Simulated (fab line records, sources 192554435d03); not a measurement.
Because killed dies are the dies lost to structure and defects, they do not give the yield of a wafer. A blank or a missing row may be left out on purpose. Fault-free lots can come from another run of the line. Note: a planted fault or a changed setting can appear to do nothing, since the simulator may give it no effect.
Struck lot and sound lot, side by side || flow n5_finfet || 38 steps out of a route of 1938
Sound: the wafers L127.2, L127.5, L127.6. Wafers L135.3, L135.4, L135.5 were the ones struck. The cause comes at the end.
Each step with rows lists, per side, the tool, then ch with its chambers, then its first start. Under that, the readings that differ: sound wafers || struck wafers || difference of the means || sigmas: that difference in standard deviations of wafers without a fault.
alike: readings with means less than 2 such deviations apart, plus words and numbers identical on both sides. not compared: withheld readings, readings lacking a value on some wafer, bounds such as >300 that could conceal the same value, and numbers that have no deviation in the record and whose values overlap.
Wherever a step has rows on one side only, a row that says differs or no value, or a row with sigmas, the two part there. Numbers that don't overlap but have no deviation are shown without sigmas and don't part them. A reading missing from all wafers of one side parts the sides only when that side holds two or more wafers.

first, 12 steps without rows for these wafers: N5_STI_FIN_REVEAL_PRECLEAN_25 (cleans in SPM, time 90 s); N5_STI_FIN_REVEAL_PRECLEAN_26 (cleans in SC1, time 45 s); N5_STI_FIN_REVEAL_PRECLEAN_29 (cleans in DHF, time 30 s); N5_STI_FIN_REVEAL_SRD_12 (time 30 s); N5_STI_FIN_REVEAL_RECESS_09 (chemistry HF/NH3, target SiO2, afs cycles 11, target depth 42.5 nm, sublimation time 60 s); N5_STI_FIN_REVEAL_STRIP_16 (strips SiNx in H3PO4, target depth 23.8 nm); N5_STI_FIN_REVEAL_PRECLEAN_17 (cleans in NF3:NH3, afs cycles 1, time 20 s, sublimation time 60 s); N5_STI_FIN_REVEAL_ETCH_34 (etches Si in H2, material Si, target depth 0.97 nm); N5_STI_FIN_REVEAL_OXIDATION_31 (chemistry O2 PLASMA REMOTE, time 20 s); N5_STI_FIN_REVEAL_PRECLEAN_32 (cleans in NF3:NH3, afs cycles 1, time 20 s, sublimation time 60 s); N5_STI_FIN_REVEAL_STRIP_35 (strips Si3N4 in H3PO4, target depth 4 nm, time 39 s); N5_STI_FIN_REVEAL_SRD_21 (time 30 s).
N5_STI_FIN_REVEAL_OXIDATION_33: chemistry O2 PLASMA REMOTE, time 20 s.
  sound on plasma_asher-01 ch 0,1, day 4 19:27; struck on plasma_asher-01 ch 0,1, day 6 19:32
  no value came back on the struck wafers for chamber_pressure_mTorr (mTorr), drypump_motor_current_A (A), heater_power_w (W), time_s (s); on the sound wafers chamber_pressure_mTorr (mTorr) reads 998.9 998.2 1001.1
  not compared: rf_hours_counter_h
then, 2 steps without rows for these wafers: N5_STI_FIN_REVEAL_CLEAN_19 (cleans in O3/DIW, time 120 s); N5_STI_FIN_REVEAL_SRD_23 (time 30 s).
N5_STI_FIN_REVEAL_CD_MEAS_22: target cd 6.238 nm, pitch 28 nm.
  sound: cd_sem-03 at day 4 19:37; struck: cd_sem-03 at day 6 19:40
{"reading": "cd_nm (nm)", "sound": "6.26 5.86 6.39", "struck": "7.07 6.86 7.20", "difference": "+0.87", "sigmas": "+3"}
then, 20 steps without rows for these wafers: N5_STI_FIN_REVEAL_PRECLEAN_18 (cleans in SC2, time 45 s); N5_STI_FIN_REVEAL_SRD_28 (time 30 s); N5_DUMMY_GATE_PRECLEAN_00 (cleans in O3/DIW, time 60 s); N5_DUMMY_GATE_SRD_01 (time 30 s); N5_DUMMY_GATE_ALD_02 (deposits SiO2, target thk 2 nm, pulse time 1 s); N5_DUMMY_GATE_CVD_03 (deposits a-Si from SiH4, target thk 150 nm, time 8042 s); N5_DUMMY_GATE_PRECLEAN_46 (cleans in DIW, time 89.5 s); N5_DUMMY_GATE_SRD_47 (dry time 32 s); N5_DUMMY_GATE_CMP_04 (polishes a-Si); N5_DUMMY_GATE_HM_DEP_06 (deposits SiNx from DCS/NH3, target thk 80 nm, time 5141 s); N5_DUMMY_GATE_PECVD_30 (deposits SiO2 from TEOS/O2, target thk 55 nm, time 10.8 s); N5_DUMMY_GATE_COAT_34 (time 60 s, resist thk 60 nm); N5_DUMMY_GATE_COAT_35 (time 60 s, resist thk 10 nm); N5_DUMMY_GATE_COAT_28 (time 60 s, resist thk 10 nm); N5_DUMMY_GATE_COAT_09 (resist thk 30 nm); N5_DUMMY_GATE_EBR_11; N5_DUMMY_GATE_SOFTBAKE_10 (time 60 s); N5_DUMMY_GATE_EXPOSE_12 (exposes mask GATE, target cd 25 nm); N5_DUMMY_GATE_PEB_13 (peb time 60 s); N5_DUMMY_GATE_DEVELOP_14 (develop time 30 s).
-- here the record skips 6 days between the struck wafers' starts before and after, leaving off in module DUMMY_GATE and picking up in module BEOL_M4 (first step shown: number 1111 of the route) --
N5_BEOL_M4_RC_MEAS_101:
  sound on prober-01 ch 0, day 10 06:46; struck on prober-02 ch 0, day 12 10:07
{"reading": "DIBL_N (mV/V)", "sound": "35.2 34.3 34.4", "struck": "39.8 42.5 44.5", "difference": "+7.6", "sigmas": "+5"}
{"reading": "DIBL_P (mV/V)", "sound": "35.6 34.7 34.8", "struck": "41.9 44.0 46.3", "difference": "+9.0", "sigmas": "+4"}
{"reading": "IOFF_N (nA/um)", "sound": "0.148 0.128 0.140", "struck": "0.259 0.325 0.416", "difference": "+0.195", "sigmas": "+7"}
{"reading": "IOFF_N_85C (nA/um)", "sound": "2.9 2.6 2.8", "struck": "4.7 5.7 7.0", "difference": "+3.0", "sigmas": "+6"}
{"reading": "IOFF_N_LIN (nA/um)", "sound": "0.070 0.062 0.066", "struck": "0.132 0.154 0.190", "difference": "+0.093", "sigmas": "+8"}
{"reading": "IOFF_N_LONG (nA/um)", "sound": "5.54e-05 5.55e-05 5.53e-05", "struck": "6.73e-05 6.96e-05 6.98e-05", "difference": "+1.35e-05", "sigmas": "+5"}
{"reading": "IOFF_P (nA/um)", "sound": "0.20 0.19 0.19", "struck": "0.30 0.36 0.44", "difference": "+0.17", "sigmas": "+5"}
{"reading": "IOFF_P_85C (nA/um)", "sound": "3.6 3.3 3.5", "struck": "4.9 5.6 6.7", "difference": "+2.3", "sigmas": "+5"}
{"reading": "IOFF_P_LIN (nA/um)", "sound": "0.101 0.094 0.097", "struck": "0.155 0.172 0.201", "difference": "+0.079", "sigmas": "+6"}
{"reading": "ION_N (uA/um)", "sound": "677 666 675", "struck": "702 715 723", "difference": "+41", "sigmas": "+4"}
{"reading": "ION_P (uA/um)", "sound": "470 459 461", "struck": "473 481 497", "difference": "+20", "sigmas": "+3"}
{"reading": "REXT_P (ohm.um)", "sound": "100.5 100.7 100.7", "struck": "95.1 94.9 94.3", "difference": -5.9, "sigmas": -2}
{"reading": "SS_N (mV/dec)", "sound": "70.5 70.7 71.5", "struck": "73.1 73.3 74.0", "difference": "+2.6", "sigmas": "+4"}
{"reading": "SS_P (mV/dec)", "sound": "73.3 73.2 73.0", "struck": "74.8 75.8 75.8", "difference": "+2.3", "sigmas": "+4"}
{"reading": "VT_N (mV)", "sound": "251 254 252", "struck": "244 240 235", "difference": -13, "sigmas": -4}
{"reading": "VT_N_LONG (mV)", "sound": "272.9 276.4 275.3", "struck": "266.2 266.3 266.0", "difference": -8.7, "sigmas": -4}
{"reading": "VT_N_LVT (mV)", "sound": "100 103 100", "struck": "93 90 86", "difference": -11, "sigmas": -3}
  alike: REXT_N, VT_P
-- here the record skips 5 days between the struck wafers' starts before and after, leaving off in module BEOL_M4 and picking up in module PASSIVATION (first step shown: number 1936 of the route) --
N5_PASSIVATION_PROBE_49:
  sound: prober-01 at day 14 05:48; struck: prober-01 at day 16 22:15
{"reading": "sort_bin_4_leakage (%)", "sound": "0 0 0", "struck": "0.34 3.81 33.22", "difference": "+12.46", "sigmas": ""}
{"reading": "sort_n_pass", "sound": "1098 1067 1080", "struck": "1070 1058 707", "difference": -137, "sigmas": -8}
{"reading": "sort_yield_pct (%)", "sound": "93.1 90.4 91.5", "struck": "90.7 89.7 59.9", "difference": -11.6, "sigmas": -8}
  alike: defect_limited_yield, killed_at_M0_to_M3, killed_at_M4_up, killed_at_contacts, killed_at_front_end, killed_at_other, killed_dies, killed_open, killed_short, sort_bin_5_function, sort_bin_6_memory

WHERE THEY PART
Last at N5_PASSIVATION_PROBE_49 as far as this record goes, first at N5_STI_FIN_REVEAL_OXIDATION_33.

WHY: the cause the simulator had injected
At N5_STI_FIN_REVEAL_OXIDATION_33, the step was skipped entirely on plasma_asher-01 from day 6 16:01 on. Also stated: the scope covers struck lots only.
